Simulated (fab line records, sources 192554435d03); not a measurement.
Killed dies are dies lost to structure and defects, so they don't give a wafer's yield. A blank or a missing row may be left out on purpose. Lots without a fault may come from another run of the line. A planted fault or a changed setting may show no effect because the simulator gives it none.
Chamber matching | flow n5_finfet | N5_BEOL_M12_CMP_49 on cmp-04: 4 sister chambers
The step polishes, stops on SiOC, t overpolish 20.6 s, target thk 320 nm. 8 wafers are shown with their chamber, then 7 later ones without.

WAFERS WITH THEIR CHAMBER
wafer  | chamber | motor_current_A (A) | barrier_field_endpoint_s (s)
L075.1 | 3       | 5.9                 | 28.4
L078.2 | 0       | 5.6                 | 30.9
L083.4 | 2       | 5.8                 | 29.9
L084.1 | 1       | 4.7                 | 29.5
L084.4 | 0       | 5.8                 | 29.8
L084.6 | 1       | 4.8                 | 29.5
L088.1 | 2       | 5.7                 | 28.2
L088.4 | 3       | 5.9                 | 27.6

WAFERS WITHOUT THEIR CHAMBER
wafer  | motor_current_A (A) | barrier_field_endpoint_s (s)
L088.5 | 6.0                 | 29.1
L095.2 | 6.2                 | 27.8
L095.5 | 5.6                 | 29.2
L095.6 | 4.5                 | 29.6
L097.2 | 5.6                 | 29.9
L097.3 | 5.8                 | 28.1
L097.5 | 5.9                 | 30.1

WHICH CHAMBER EACH WENT THROUGH
wafer  | from the rows above          | in truth
L088.5 | can't be placed: 3 or 2 or 0 | 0
L095.2 | can't be placed: 3 or 2      | 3
L095.5 | can't be placed: 2 or 0      | 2
L095.6 | 1                            | 1
L097.2 | can't be placed: 0 or 2      | 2
L097.3 | can't be placed: 3 or 2 or 0 | 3
L097.5 | can't be placed: 2 or 0 or 3 | 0
Placed correctly: 1 of 7. Can't be placed from these rows: 6 (the true chamber is among the candidates in 6). Placed wrongly: 0.
How it was worked out, from the rows above alone: a wafer's distance from a chamber is the root of the sum, over the readings, of the square of ((its reading less the chamber's mean) divided by the reading's scatter). The wafer belongs to the nearest chamber; if the next one is less than 2 further off, it can't be placed. A chamber's mean is the mean of its shown wafers. The scatter: the root of (the sum of the squares of (reading less its chamber's mean) over the shown wafers, divided by (wafers less chambers)).
